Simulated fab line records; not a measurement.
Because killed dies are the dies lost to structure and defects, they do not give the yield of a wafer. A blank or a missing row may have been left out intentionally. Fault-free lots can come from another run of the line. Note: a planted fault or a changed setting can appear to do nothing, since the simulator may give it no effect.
fab line records	flow n5Finfet
[record] lots = 24	wafers = 72	lastDay = 20
route steps=1938 shown BEOL_M0_SAQP@670 BEOL_M0_CUTY@709 BEOL_M0@717
lots untouched by any fault: they come from a run of this same line in which no faults occurred
startH: hours from the record's opening day to when the first of the lot's shown wafers began	waitH: how many hours have passed since the lot's step before this one	" as in the row above	L1.1+2: a row that stands for several wafers	- either no value or no given start	* or withheld: withheld	< > ~ a bound
route shown NAME@n: names a module that has steps shown in the file, with the first one's number in the route	usual: mean/standard deviation taken from wafers without a fault	same: alike in all rows	chamber/n: place in a boat	sites: readings site by site	_std_site: the standard deviation of these	_edge_site: the outer-site mean with the inner-site mean subtracted	radiusMm: how far each site lies from the wafer's centre	mask NAME#n: copy n	behind: the tool/chamber that last shaped the wafer	hold: why the lot went on hold/how many hours it stayed there/how the hold came to an end	device: whichever transistor did not switch (one of n, p or np)	end of line: tests of these same wafers at the route's end	for a step that has no rows: nothing shown but its recipe	killed: dies that structure and defects cost at the first sort, which is not the same as the wafer's yield	map: dies across one wafer; x = killed, . = not, _ = none there
set.NAME: the run value of the setting; set.NAME@STEP: its run value at that earlier step	model.NAME: the simulator's own value behind a step, which no gauge read
steps of the route over a sample of lots; a table a step, a row a wafer
services: a tool's chamber out of use, with start hour (startH, from the record's first day; less than 0 if before it), hours out, and reason
[[steps]]
[step N5_BEOL_M0_SAQP_RECESS_104]
[recipe] chemistry = HF/NH3	target = SiO2	targetDepthA = 180	afsCycles = 3	tempC = 30	sublimationTempC = 180	sublimationTimeS = 60
[usual] drypumpMotorCurrentA = 6.06/0.25
lot.wafer	tool	chamber	startH	waitH	drypumpMotorCurrentA
L074.2	vaporEtch-02	1	110.20	0.1	6.22
L074.3	"	0	"	"	5.81
L074.4	"	1	"	"	6.26
L075.1	vaporEtch-01	0	119.62	0.1	6.21
L075.4	"	0	"	"	6.24
L075.5	"	0	"	"	6.26
L076.3	vaporEtch-01	0	129.33	0.3	6.23
L076.4	"	0	"	"	6.31
L076.5	"	0	"	"	6.28
L077.3	vaporEtch-01	0	130.83	0.3	6.25
L077.4	"	0	"	"	6.26
L077.5	"	0	"	"	6.26
L078.1	vaporEtch-02	0	134.17	0.1	5.81
L078.3	"	0	"	"	5.80
L078.5	"	1	"	"	6.26
L079.3	vaporEtch-01	0	142.17	0.3	6.29
L079.4	"	0	"	"	6.25
L079.6	"	0	"	"	6.26
L080.2	vaporEtch-01	0	145.60	0.2	6.25
L080.4	"	0	"	"	6.24
L080.6	"	0	"	"	6.21
L081.2	vaporEtch-01	0	153.54	0.1	6.22
L081.3	"	0	"	"	6.26
L081.5	"	0	"	"	6.24
L082.1	vaporEtch-02	1	159.09	0.1	6.25
L082.4	"	1	"	"	6.27
L082.6	"	1	"	"	6.25
L083.1	vaporEtch-01	0	167.13	0.1	6.34
L083.2	"	1	"	"	5.69
L083.6	"	0	"	"	6.35
L084.2	vaporEtch-01	1	171.25	0.1	5.68
L084.4	"	0	"	"	6.24
L084.5	"	0	"	"	6.27
L085.1	vaporEtch-01	1	178.97	0.1	5.72
L085.3	"	0	"	"	6.29
L085.6	"	0	"	"	6.29
L086.2	vaporEtch-02	0	184.75	0.1	5.81
L086.3	"	0	"	"	5.82
L086.4	"	1	"	"	6.21
L087.3	vaporEtch-01	1	191.96	0.2	5.70
L087.4	"	0	"	"	6.34
L087.5	"	0	"	"	6.28
L088.3	vaporEtch-01	1	196.60	0.2	5.73
L088.5	"	1	"	"	5.69
L088.6	"	0	"	"	6.27
L089.1	vaporEtch-01	1	201.65	0.1	5.72
L089.3	"	0	"	"	6.27
L089.4	"	1	"	"	5.68
L090.1	vaporEtch-01	0	206.04	0.1	6.27
L090.2	"	1	"	"	5.72
L090.6	"	1	"	"	5.71
L091.3	vaporEtch-02	0	211.76	0.2	5.82
L091.4	"	1	"	"	6.29
L091.5	"	0	"	"	5.82
L092.1	vaporEtch-02	0	216.43	0.1	5.81
L092.3	"	0	"	"	5.82
L092.6	"	1	"	"	6.26
L093.3	vaporEtch-02	0	223.23	0.2	5.83
L093.5	"	0	"	"	5.82
L093.6	"	1	"	"	6.25
L094.2	vaporEtch-01	1	229.42	0.1	5.70
L094.3	"	1	"	"	5.70
L094.6	"	1	"	"	5.70
L095.1	vaporEtch-02	1	234.24	0.1	6.30
L095.2	"	0	"	"	5.80
L095.3	"	1	"	"	6.31
L096.1	vaporEtch-01	1	242.23	0.1	5.71
L096.2	"	0	"	"	6.28
L096.4	"	0	"	"	6.29
L097.3	vaporEtch-01	1	249.21	0.2	5.72
L097.5	"	0	"	"	6.28
L097.6	"	1	"	"	5.70
[step N5_BEOL_M0_SAQP_ETCH_107]
[recipe] chemistry = CH3F/O2	target = SiNx	targetDepthA = 300	maskMaterial = SOC	pressureMtorr = 30	sourceW = 395	biasW = 73	Ar_flow_sccm = 150	CH3F_flow_sccm = 30	O2_flow_sccm = 20	ionEnergyEv = 120
[usual] drypumpMotorCurrentA = 5.5/0.43	oesProductAu = 0.79/0.075	rfVppV = 294/5	showerheadPlenumPTorr = 2.00/0.068	throttleValvePct = 16.46/0.19
lot.wafer	tool	chamber	startH	waitH	drypumpMotorCurrentA	oesProductAu	rfHoursCounterH	rfVppV	showerheadPlenumPTorr	throttleValvePct
L074.2	rieDiel-05	2	110.71	0.0	5.5	0.79	119	291	1.94	16.43
L074.3	"	3	"	"	5.0	0.89	20	293	1.96	16.19
L074.4	"	1	"	"	5.9	0.93	29	297	2.13	16.46
L075.1	rieDiel-05	1	120.48	0.0	5.9	0.91	34	296	2.13	16.48
L075.4	"	3	"	"	5.0	0.90	24	292	1.96	16.18
L075.5	"	3	"	"	5.0	0.90	-	291	1.96	16.18
L076.3	rieDiel-05	0	129.96	0.0	4.7	0.74	178	294	2.07	16.50
L076.4	"	3	"	"	5.0	0.89	27	289	1.96	16.19
L076.5	"	2	"	"	5.5	0.78	-	292	1.94	16.47
L077.3	rieDiel-04	1	131.46	0.0	5.7	0.88	42	296	1.95	16.29
L077.4	"	2	"	"	5.5	0.78	116	283	1.93	16.22
L077.5	"	2	"	"	5.5	0.79	-	282	1.93	16.23
L078.1	rieDiel-01	3	134.74	0.0	6.3	0.93	15	293	1.98	16.36
L078.3	"	1	"	"	6.2	0.73	186	298	2.06	16.25
L078.5	"	2	"	"	5.1	0.89	-	296	2.04	16.09
L079.3	rieDiel-05	1	142.80	0.0	5.9	0.90	40	295	2.13	16.47
L079.4	"	3	"	"	5.0	0.89	30	292	1.96	16.20
L079.6	"	2	"	"	5.5	0.78	-	291	1.94	16.45
L080.2	rieDiel-05	2	146.35	0.0	5.5	0.78	130	292	1.94	16.47
L080.4	"	3	"	"	4.9	0.89	32	292	1.96	16.20
L080.6	"	3	"	"	4.9	0.89	-	293	1.96	16.20
L081.2	rieDiel-04	0	154.05	0.0	5.8	0.71	210	300	1.98	16.59
L081.3	"	2	"	"	5.5	0.77	123	283	1.93	16.21
L081.5	"	1	"	"	5.7	0.87	-	296	1.95	16.31
L082.1	rieDiel-04	0	159.71	0.0	5.8	0.71	212	300	1.98	16.60
L082.4	"	2	"	"	5.5	0.78	125	284	1.93	16.24
L082.6	"	1	"	"	5.8	0.85	-	294	1.95	16.31
L083.1	rieDiel-05	2	167.64	0.0	5.6	0.77	135	292	1.94	16.47
L083.2	"	1	"	"	5.9	0.89	46	297	2.12	16.49
L083.6	"	1	"	"	5.8	0.90	-	295	2.12	16.49
L084.2	rieDiel-04	1	171.76	0.0	5.7	0.86	55	296	1.95	16.32
L084.4	"	3	"	"	5.9	0.72	219	301	1.99	16.82
L084.5	"	1	"	"	5.8	0.85	-	296	1.95	16.33
L085.1	rieDiel-04	3	179.48	0.0	5.9	0.71	220	301	1.99	16.82
L085.3	"	0	"	"	5.8	0.70	217	301	1.97	16.60
L085.6	"	0	"	"	5.8	0.70	-	300	1.97	16.61
L086.2	rieDiel-05	3	185.37	0.0	5.0	0.86	42	290	1.96	16.21
L086.3	"	1	"	"	5.9	0.88	51	295	2.12	16.53
L086.4	"	2	"	"	5.5	0.77	140	291	1.94	16.48
L087.3	rieDiel-05	3	192.63	0.0	5.0	0.86	43	291	1.96	16.20
L087.4	"	1	"	"	5.9	0.87	54	296	2.12	16.51
L087.5	"	0	"	"	4.7	0.71	-	293	2.06	16.53
L088.3	rieDiel-05	0	197.02	0.0	4.7	0.71	198	294	2.06	16.55
L088.5	"	1	"	"	5.9	0.88	-	295	2.12	16.52
L088.6	"	2	"	"	5.5	0.77	-	292	1.94	16.49
L089.1	rieDiel-04	0	202.16	0.0	5.8	0.71	224	300	1.97	16.62
L089.3	"	3	"	"	5.8	0.70	227	300	1.99	16.83
L089.4	"	1	"	"	5.8	0.85	63	295	1.94	16.33
L090.1	rieDiel-04	3	206.55	0.0	5.8	0.71	229	298	1.99	16.84
L090.2	"	1	"	"	5.7	0.84	65	296	1.94	16.35
L090.6	"	3	"	"	5.8	0.71	-	299	1.99	16.84
L091.3	rieDiel-05	1	212.20	0.0	5.9	0.86	59	296	2.12	16.51
L091.4	"	0	"	"	4.7	0.71	202	295	2.06	16.55
L091.5	"	1	"	"	5.9	0.87	-	298	2.12	16.54
L092.1	rieDiel-04	3	216.94	0.0	5.8	0.71	232	301	1.99	16.85
L092.3	"	2	"	"	5.5	0.76	141	285	1.93	16.27
L092.6	"	1	"	"	5.8	0.84	-	296	1.94	16.34
L093.3	rieDiel-05	1	223.78	0.0	5.8	0.87	63	296	2.12	16.53
L093.5	"	1	"	"	5.9	0.86	-	295	2.12	16.53
L093.6	"	2	"	"	5.5	0.76	-	292	1.93	16.49
L094.2	rieDiel-05	3	229.93	0.0	5.0	0.85	54	292	1.95	16.24
L094.3	"	1	"	"	5.9	0.86	65	295	2.12	16.53
L094.6	"	3	"	"	5.0	0.85	-	292	1.95	16.24
L095.1	rieDiel-04	0	234.76	0.0	5.8	0.68	234	301	1.97	16.65
L095.2	"	2	"	"	5.5	0.76	144	284	1.92	16.27
L095.3	"	3	"	"	5.9	0.69	237	300	1.99	16.85
L096.1	rieDiel-04	3	243.14	0.0	5.9	0.70	240	300	1.99	16.86
L096.2	"	1	"	"	5.7	0.83	77	296	1.94	16.37
L096.4	"	2	"	"	5.5	0.75	147	283	1.92	16.29
L097.3	rieDiel-05	0	249.73	0.0	4.7	0.69	215	294	2.05	16.57
L097.5	"	0	"	"	4.7	0.69	-	295	2.05	16.57
L097.6	"	1	"	"	5.9	0.85	-	296	2.11	16.54
[step N5_BEOL_M0_SAQP_CD_MEAS_40]
[recipe] targetCdNm = 30	landingEnergyEv = 500	detector = seInlens
[usual] cdNm = 30.01/0.28
[same] landingEnergyEv = 500
lot.wafer	tool	chamber	startH	waitH	cdNm
L074.2	cdSem-02	0	112.28	-	30.01
L074.3	"	0	"	"	29.86
L074.4	"	0	"	"	29.53
L075.1	cdSem-02	0	122.55	-	30.03
L075.4	"	0	"	"	29.69
L075.5	"	0	"	"	29.86
L076.3	cdSem-03	0	131.26	-	29.98
L076.4	"	0	"	"	30.28
L076.5	"	0	"	"	30.03
L077.3	cdSem-03	0	133.63	-	30.19
L077.4	"	0	"	"	30.20
L077.5	"	0	"	"	30.42
L078.1	cdSem-01	0	136.40	-	29.68
L078.3	"	0	"	"	29.70
L078.5	"	0	"	"	29.76
L079.3	cdSem-02	0	144.23	-	29.64
L079.4	"	0	"	"	30.18
L079.6	"	0	"	"	30.22
L080.2	cdSem-02	0	147.65	-	29.86
L080.4	"	0	"	"	29.65
L080.6	"	0	"	"	29.92
L081.2	cdSem-03	0	156.25	-	30.17
L081.3	"	0	"	"	30.01
L081.5	"	0	"	"	30.35
L082.1	cdSem-02	0	161.15	-	30.09
L082.4	"	0	"	"	30.05
L082.6	"	0	"	"	29.89
L083.1	cdSem-01	0	168.95	-	30.14
L083.2	"	0	"	"	29.78
L083.6	"	0	"	"	29.80
L084.2	cdSem-02	0	173.77	-	30.56
L084.4	"	0	"	"	29.70
L084.5	"	0	"	"	30.18
L085.1	cdSem-02	0	180.78	-	30.50
L085.3	"	0	"	"	29.91
L085.6	"	0	"	"	30.53
L086.2	cdSem-02	0	187.26	-	29.91
L086.3	"	0	"	"	30.15
L086.4	"	0	"	"	30.02
L087.3	cdSem-02	0	193.97	-	29.87
L087.4	"	0	"	"	29.92
L087.5	"	0	"	"	29.82
L088.3	cdSem-03	0	198.37	-	29.88
L088.5	"	0	"	"	29.82
L088.6	"	0	"	"	30.14
L089.1	cdSem-01	0	203.59	-	30.40
L089.3	"	0	"	"	30.10
L089.4	"	0	"	"	30.05
L090.1	cdSem-03	0	207.85	-	29.89
L090.2	"	0	"	"	30.42
L090.6	"	0	"	"	30.10
L091.3	cdSem-03	0	214.51	-	30.47
L091.4	"	0	"	"	30.56
L091.5	"	0	"	"	30.36
L092.1	cdSem-03	0	218.36	-	30.11
L092.3	"	0	"	"	30.66
L092.6	"	0	"	"	30.20
L093.3	cdSem-03	0	225.33	-	29.37
L093.5	"	0	"	"	30.00
L093.6	"	0	"	"	29.67
L094.2	cdSem-02	0	231.52	-	29.79
L094.3	"	0	"	"	30.04
L094.6	"	0	"	"	29.83
L095.1	cdSem-03	0	236.07	-	29.98
L095.2	"	0	"	"	29.70
L095.3	"	0	"	"	29.97
L096.1	cdSem-01	0	244.62	-	30.17
L096.2	"	0	"	"	30.37
L096.4	"	0	"	"	30.13
L097.3	cdSem-01	0	251.16	-	30.37
L097.5	"	0	"	"	30.32
L097.6	"	0	"	"	30.31
[step N5_BEOL_M0_SAQP_ETCH_49]
[recipe] chemistry = CF4/O2	targetDepthA = 370	target = SiO2	pressureMtorr = 40	sourceW = 535	biasW = 49	Ar_flow_sccm = 100	cf4FlowSccm = 100	O2_flow_sccm = 10	ionEnergyEv = 100
[usual] drypumpMotorCurrentA = 5.5/0.52	oesProductAu = 0.80/0.079	rfVppV = 239/4.1	showerheadPlenumPTorr = 2.22/0.072	throttleValvePct = 15.92/0.19
lot.wafer	tool	chamber	startH	waitH	drypumpMotorCurrentA	oesProductAu	rfHoursCounterH	rfVppV	showerheadPlenumPTorr	throttleValvePct
L074.2	rieDiel-05	0	113.35	0.3	4.7	0.73	173	236	2.29	16.03
L074.3	"	1	"	"	5.9	0.92	31	241	2.34	15.95
L074.4	"	3	"	"	5.0	0.89	21	236	2.17	15.65
L075.1	rieDiel-04	0	123.48	0.3	5.8	0.71	202	244	2.19	16.13
L075.4	"	1	"	"	5.7	0.89	40	239	2.15	15.77
L075.5	"	3	"	"	5.8	0.72	-	244	2.20	16.30
L076.3	rieDiel-05	2	132.29	0.4	5.5	0.78	126	236	2.14	15.88
L076.4	"	1	"	"	5.8	0.90	36	240	2.34	15.96
L076.5	"	1	"	"	5.9	0.90	-	240	2.34	15.94
L077.3	rieDiel-05	3	134.75	0.3	5.0	0.90	28	236	2.16	15.65
L077.4	"	0	"	"	4.7	0.73	180	238	2.28	16.04
L077.5	"	2	"	"	5.5	0.79	-	235	2.14	15.88
L078.1	rieDiel-01	2	137.33	0.3	5.1	0.87	34	241	2.26	15.66
L078.3	"	3	"	"	6.4	0.93	16	239	2.18	15.80
L078.5	"	1	"	"	6.1	0.72	-	241	2.27	15.79
L079.3	rieDiel-01	1	145.38	0.3	6.1	0.72	191	241	2.27	15.79
L079.4	"	2	"	"	5.1	0.87	-	239	2.25	15.68
L079.6	"	1	"	"	6.1	0.72	-	242	2.27	15.79
L080.2	rieDiel-05	2	148.59	0.3	5.5	0.78	131	236	2.14	15.89
L080.4	"	0	"	"	4.7	0.72	184	240	2.28	16.05
L080.6	"	2	"	"	5.5	0.79	-	234	2.14	15.89
L081.2	rieDiel-05	1	157.27	0.3	5.9	0.89	44	240	2.33	15.96
L081.3	"	3	"	"	4.9	0.88	35	236	2.16	15.66
L081.5	"	2	"	"	5.5	0.78	-	238	2.13	15.89
L082.1	rieDiel-05	1	162.09	0.3	5.9	0.90	45	240	2.33	15.98
L082.4	"	0	"	"	4.7	0.72	188	239	2.28	16.06
L082.6	"	0	"	"	4.7	0.73	-	238	2.28	16.06
L083.1	rieDiel-05	0	169.90	0.3	4.7	0.71	190	237	2.28	16.06
L083.2	"	3	"	"	5.0	0.87	38	238	2.16	15.69
L083.6	"	1	"	"	5.9	0.89	-	239	2.33	15.98
L084.2	rieDiel-01	1	174.89	0.3	6.2	0.72	199	240	2.26	15.81
L084.4	"	2	"	"	5.1	0.86	46	239	2.25	15.69
L084.5	"	3	"	"	6.3	0.91	-	240	2.17	15.82
L085.1	rieDiel-01	3	181.71	0.3	6.4	0.89	28	239	2.17	15.84
L085.3	"	2	"	"	5.1	0.85	47	241	2.25	15.69
L085.6	"	2	"	"	5.1	0.85	-	240	2.25	15.70
L086.2	rieDiel-01	2	188.19	0.3	5.1	0.85	49	241	2.25	15.70
L086.3	"	3	"	"	6.4	0.90	30	238	2.17	15.83
L086.4	"	0	"	"	6.1	0.70	247	253	2.27	16.40
L087.3	rieDiel-04	2	194.89	0.3	5.5	0.77	134	229	2.13	15.74
L087.4	"	0	"	"	5.8	0.71	222	244	2.19	16.14
L087.5	"	2	"	"	5.5	0.77	-	231	2.13	15.74
L088.3	rieDiel-05	3	199.56	0.3	5.0	0.86	46	237	2.16	15.71
L088.5	"	3	"	"	5.0	0.86	-	236	2.16	15.71
L088.6	"	0	"	"	4.7	0.71	-	238	2.28	16.09
L089.1	rieDiel-04	2	205.38	0.3	5.5	0.76	138	229	2.12	15.75
L089.3	"	0	"	"	5.8	0.69	225	244	2.18	16.17
L089.4	"	1	"	"	5.7	0.84	64	239	2.14	15.80
L090.1	rieDiel-05	0	209.09	0.4	4.7	0.71	201	239	2.28	16.09
L090.2	"	1	"	"	5.9	0.88	59	239	2.33	15.99
L090.6	"	0	"	"	4.7	0.71	-	239	2.28	16.08
L091.3	rieDiel-04	0	215.55	0.3	5.8	0.69	229	243	2.18	16.18
L091.4	"	3	"	"	5.8	0.69	232	243	2.19	16.35
L091.5	"	0	"	"	5.8	0.69	-	245	2.18	16.18
L092.1	rieDiel-05	1	219.29	0.3	5.9	0.88	61	240	2.33	15.99
L092.3	"	0	"	"	4.7	0.71	204	239	2.27	16.10
L092.6	"	2	"	"	5.5	0.77	-	236	2.13	15.92
L093.3	rieDiel-05	0	226.26	0.3	4.7	0.70	207	238	2.27	16.10
L093.5	"	2	"	"	5.5	0.76	-	236	2.13	15.92
L093.6	"	1	"	"	5.9	0.86	-	239	2.33	16.01
L094.2	rieDiel-05	2	232.46	0.3	5.5	0.76	153	235	2.13	15.93
L094.3	"	1	"	"	5.9	0.86	65	240	2.33	16.02
L094.6	"	1	"	"	5.9	0.86	-	241	2.33	16.00
L095.1	rieDiel-05	2	237.00	0.3	5.5	0.75	155	237	2.13	15.93
L095.2	"	1	"	"	5.9	0.86	67	240	2.33	16.00
L095.3	"	3	"	"	5.0	0.84	57	237	2.15	15.72
L096.1	rieDiel-05	1	245.84	0.3	5.9	0.85	70	240	2.32	16.02
L096.2	"	2	"	"	5.5	0.76	157	236	2.13	15.93
L096.4	"	0	"	"	4.7	0.70	213	239	2.27	16.12
L097.3	rieDiel-01	2	252.35	0.3	5.1	0.83	69	239	2.24	15.75
L097.5	"	3	"	"	6.3	0.87	-	237	2.16	15.89
L097.6	"	0	"	"	6.1	0.94	-	254	2.27	15.93
[step N5_BEOL_M0_CUTY_OVL_MEAS_58]
[recipe] pointsPerWafer = 44
[usual] M0_ABLK_OVL = 0.0/0.82
lot.wafer	tool	chamber	startH	waitH	M0_ABLK_OVL[nm]
L074.2	overlay-01	0	113.87	0.0	-1.6
L074.3	"	0	"	"	0.1
L074.4	"	0	"	"	-1.2
L075.1	overlay-02	0	124.00	0.0	0.4
L075.4	"	0	"	"	0.3
L075.5	"	0	"	"	0.5
L076.3	overlay-01	0	132.82	0.0	0.6
L076.4	"	0	"	"	0.4
L076.5	"	0	"	"	0.6
L077.3	overlay-01	0	135.29	0.0	0.0
L077.4	"	0	"	"	0.6
L077.5	"	0	"	"	-0.5
L078.1	overlay-01	0	137.86	0.0	-0.8
L078.3	"	0	"	"	-1.1
L078.5	"	0	"	"	-0.4
L079.3	overlay-01	0	145.78	0.0	-1.2
L079.4	"	0	"	"	-1.2
L079.6	"	0	"	"	-1.9
L080.2	overlay-01	0	149.12	0.0	0.0
L080.4	"	0	"	"	-0.7
L080.6	"	0	"	"	-0.1
L081.2	overlay-01	0	157.66	0.0	-0.2
L081.3	"	0	"	"	0.2
L081.5	"	0	"	"	0.2
L082.1	overlay-01	0	162.61	0.0	0.3
L082.4	"	0	"	"	0.2
L082.6	"	0	"	"	-0.7
L083.1	overlay-01	0	170.30	0.0	-0.2
L083.2	"	0	"	"	-0.7
L083.6	"	0	"	"	-0.9
L084.2	overlay-02	0	175.41	0.0	1.3
L084.4	"	0	"	"	0.9
L084.5	"	0	"	"	0.8
L085.1	overlay-01	0	182.23	0.0	-0.3
L085.3	"	0	"	"	-0.8
L085.6	"	0	"	"	0.3
L086.2	overlay-01	0	188.71	0.0	0.4
L086.3	"	0	"	"	-0.8
L086.4	"	0	"	"	0.0
L087.3	overlay-02	0	195.29	0.0	0.5
L087.4	"	0	"	"	-1.3
L087.5	"	0	"	"	-0.5
L088.3	overlay-02	0	200.08	0.0	0.7
L088.5	"	0	"	"	0.3
L088.6	"	0	"	"	1.5
L089.1	overlay-01	0	205.91	0.0	-0.6
L089.3	"	0	"	"	-0.6
L089.4	"	0	"	"	-0.8
L090.1	overlay-01	0	209.61	0.0	0.3
L090.2	"	0	"	"	1.0
L090.6	"	0	"	"	0.4
L091.3	overlay-02	0	216.07	0.0	-0.9
L091.4	"	0	"	"	1.3
L091.5	"	0	"	"	0.9
L092.1	overlay-02	0	219.82	0.0	-0.8
L092.3	"	0	"	"	-0.8
L092.6	"	0	"	"	-1.3
L093.3	overlay-02	0	226.78	0.0	0.0
L093.5	"	0	"	"	0.5
L093.6	"	0	"	"	1.8
L094.2	overlay-02	0	232.86	0.0	-0.1
L094.3	"	0	"	"	1.0
L094.6	"	0	"	"	0.4
L095.1	overlay-01	0	237.53	0.0	-0.2
L095.2	"	0	"	"	-0.6
L095.3	"	0	"	"	0.0
L096.1	overlay-01	0	246.24	0.0	-0.2
L096.2	"	0	"	"	-1.2
L096.4	"	0	"	"	0.3
L097.3	overlay-02	0	252.75	0.0	0.6
L097.5	"	0	"	"	0.1
L097.6	"	0	"	"	0.3
[step N5_BEOL_M0_STRIP_140]
[recipe] chemistry = CF4	resist = SiARC	powerW = 300	biasPowerW = 75	pressureMtorr = 50	cf4FlowSccm = 150	rfFrequencyHz = 6e+07
[usual] drypumpMotorCurrentA = 5.8/0.52	oesProductAu = 0.74/0.074	rfVppV = 271.1/1.9	showerheadPlenumPTorr = 1.80/0.061	throttleValvePct = 13.65/0.28
lot.wafer	tool	chamber	startH	waitH	drypumpMotorCurrentA	oesProductAu	rfHoursCounterH	rfVppV	showerheadPlenumPTorr	throttleValvePct
L074.2	rieDiel-06	1	116.05	0.5	5.2	0.70	175	273.4	1.86	13.63
L074.3	"	3	"	"	6.8	0.71	201	274.7	1.87	13.65
L074.4	"	2	"	"	6.1	0.70	199	273.1	1.84	13.61
L075.1	rieDiel-02	3	127.35	0.2	6.4	0.74	160	272.5	1.73	13.37
L075.4	"	2	"	"	5.2	0.69	-	272.6	1.79	13.75
L075.5	"	1	"	"	5.5	0.72	-	269.7	1.78	13.91
L076.3	rieDiel-03	0	133.45	0.1	4.9	0.68	238	271.5	1.79	13.76
L076.4	"	2	"	"	5.6	0.73	159	268.3	1.74	13.63
L076.5	"	1	"	"	6.0	0.78	-	274.5	1.86	13.91
L077.3	rieDiel-03	3	140.01	0.1	6.1	0.68	219	269.1	1.70	13.58
L077.4	"	0	"	"	4.9	0.68	240	271.3	1.78	13.77
L077.5	"	1	"	"	6.0	0.77	-	272.2	1.86	13.93
L078.1	rieDiel-06	1	144.61	0.1	5.2	0.69	185	271.2	1.86	13.65
L078.3	"	3	"	"	6.8	0.71	209	270.6	1.86	13.69
L078.5	"	3	"	"	6.8	0.71	-	271.5	1.86	13.68
L079.3	rieDiel-02	0	149.41	0.1	6.1	0.96	5	272.6	1.89	12.85
L079.4	"	1	"	"	5.5	0.73	200	271.3	1.77	13.94
L079.6	"	2	"	"	5.2	0.68	-	269.8	1.79	13.77
L080.2	rieDiel-03	0	149.89	0.1	4.9	0.68	244	268.3	1.78	13.79
L080.4	"	2	"	"	5.6	0.74	165	267.9	1.74	13.66
L080.6	"	2	"	"	5.6	0.73	-	269.0	1.74	13.64
L081.2	rieDiel-03	1	160.81	0.5	5.9	0.77	149	272.9	1.86	13.95
L081.3	"	3	"	"	6.1	0.68	224	270.8	1.70	13.59
L081.5	"	3	"	"	6.1	0.68	-	269.2	1.70	13.58
L082.1	rieDiel-03	0	163.30	0.1	4.9	0.66	250	272.4	1.78	13.77
L082.4	"	3	"	"	6.1	0.68	225	267.8	1.70	13.62
L082.6	"	0	"	"	4.9	0.67	-	270.2	1.78	13.77
L083.1	rieDiel-06	2	174.01	0.2	6.2	0.68	218	271.1	1.84	13.70
L083.2	"	1	"	"	5.2	0.68	194	271.1	1.85	13.70
L083.6	"	3	"	"	6.8	0.70	-	270.6	1.86	13.71
L084.2	rieDiel-02	2	180.51	0.4	5.2	0.67	242	272.8	1.78	13.78
L084.4	"	0	"	"	6.1	0.93	15	271.7	1.89	12.88
L084.5	"	3	"	"	6.4	0.71	-	269.3	1.72	13.44
L085.1	rieDiel-06	2	185.86	0.1	6.1	0.68	221	273.6	1.84	13.70
L085.3	"	0	"	"	5.9	0.72	188	274.7	1.86	13.81
L085.6	"	3	"	"	6.8	0.70	-	272.4	1.86	13.72
L086.2	rieDiel-02	1	189.72	0.2	5.5	0.72	213	271.5	1.77	13.95
L086.3	"	0	"	"	6.1	0.92	17	270.9	1.89	12.90
L086.4	"	1	"	"	5.5	0.72	-	271.3	1.77	13.95
L087.3	rieDiel-06	0	195.85	0.1	5.9	0.73	193	273.7	1.86	13.80
L087.4	"	1	"	"	5.2	0.69	201	272.8	1.85	13.69
L087.5	"	2	"	"	6.2	0.68	-	271.7	1.83	13.67
L088.3	rieDiel-03	0	204.78	0.3	4.9	0.93	6	270.1	1.78	13.22
L088.5	"	0	"	"	4.9	0.93	-	271.7	1.78	13.24
L088.6	"	1	"	"	5.9	0.76	-	271.9	1.85	13.98
L089.1	rieDiel-02	1	208.17	0.1	5.5	0.70	220	270.1	1.77	13.96
L089.3	"	2	"	"	5.2	0.68	250	271.7	1.78	13.80
L089.4	"	3	"	"	6.3	0.71	190	271.6	1.72	13.47
L090.1	rieDiel-02	1	212.96	0.2	5.5	0.70	222	269.6	1.77	13.98
L090.2	"	2	"	"	5.2	0.67	252	271.1	1.78	13.81
L090.6	"	1	"	"	5.5	0.71	-	270.6	1.77	13.99
L091.3	rieDiel-02	1	220.09	0.3	5.5	0.70	226	269.5	1.77	14.03
L091.4	"	3	"	"	6.3	0.70	-	268.6	1.72	13.46
L091.5	"	0	"	"	6.1	0.89	-	274.5	1.89	12.92
L092.1	rieDiel-06	0	223.22	0.2	5.9	0.71	202	272.7	1.86	13.85
L092.3	"	2	"	"	6.2	0.67	232	272.5	1.83	13.70
L092.6	"	3	"	"	6.8	0.69	-	274.0	1.86	13.74
L093.3	rieDiel-02	3	230.91	0.1	6.3	0.70	199	268.1	1.72	13.46
L093.5	"	1	"	"	5.5	0.70	-	269.9	1.77	13.99
L093.6	"	0	"	"	6.1	0.88	-	272.5	1.89	12.95
L094.2	rieDiel-03	3	236.52	0.4	6.1	0.66	251	269.1	1.69	13.65
L094.3	"	1	"	"	5.9	0.75	179	270.1	1.85	14.02
L094.6	"	3	"	"	6.1	0.66	-	268.0	1.69	13.66
L095.1	rieDiel-02	2	244.92	0.4	5.2	0.96	2	269.1	1.78	13.26
L095.2	"	0	"	"	6.1	0.88	38	273.5	1.88	12.97
L095.3	"	3	"	"	6.3	0.69	205	269.1	1.71	13.48
L096.1	rieDiel-03	2	248.01	0.4	5.6	0.70	198	268.3	1.73	13.71
L096.2	"	1	"	"	5.9	0.74	185	272.1	1.85	14.02
L096.4	"	1	"	"	5.9	0.74	-	274.0	1.85	14.03
L097.3	rieDiel-03	1	254.59	0.1	5.9	0.74	189	274.2	1.85	14.03
L097.5	"	1	"	"	5.9	0.74	-	272.1	1.85	14.08
L097.6	"	2	"	"	5.6	0.70	-	271.9	1.73	13.75
[[services]]
tool	chamber	startH	hours	kind
rieDiel-04	2	105.37	13.3	repair
rieDiel-02	0	115.19	-	clean
rieDiel-02	0	115.19	-	consumableReplace:focusRing
rieDiel-02	0	115.19	-	consumableReplace:showerhead
rieDiel-02	0	115.19	21.1	scheduledDown
rieDiel-02	0	115.19	21.1	ventCycle
rieDiel-01	0	117.38	36.7	repair
rieDiel-06	0	119.41	1.3	repair
rieDiel-03	2	127.70	2.8	repair
rieDiel-01	3	160.50	4.9	repair
rieDiel-03	0	163.82	-	clean
rieDiel-02	2	187.41	4.7	repair
rieDiel-06	2	204.99	5.7	repair
rieDiel-02	0	209.63	4.7	repair
rieDiel-02	2	215.22	8.0	repair
rieDiel-04	2	222.58	4.9	repair
rieDiel-05	-	223.92	0.2	repair
rieDiel-03	2	232.24	9.5	repair
rieDiel-06	-	234.94	0.5	repair
rieDiel-01	-	240.37	5.9	repair
rieDiel-03	3	245.80	5.4	repair
vaporEtch-01	-	252.16	0.4	repair
rieDiel-01	2	252.91	26.0	repair
rieDiel-01	-	253.32	6.4	repair
[[key]]
fault none
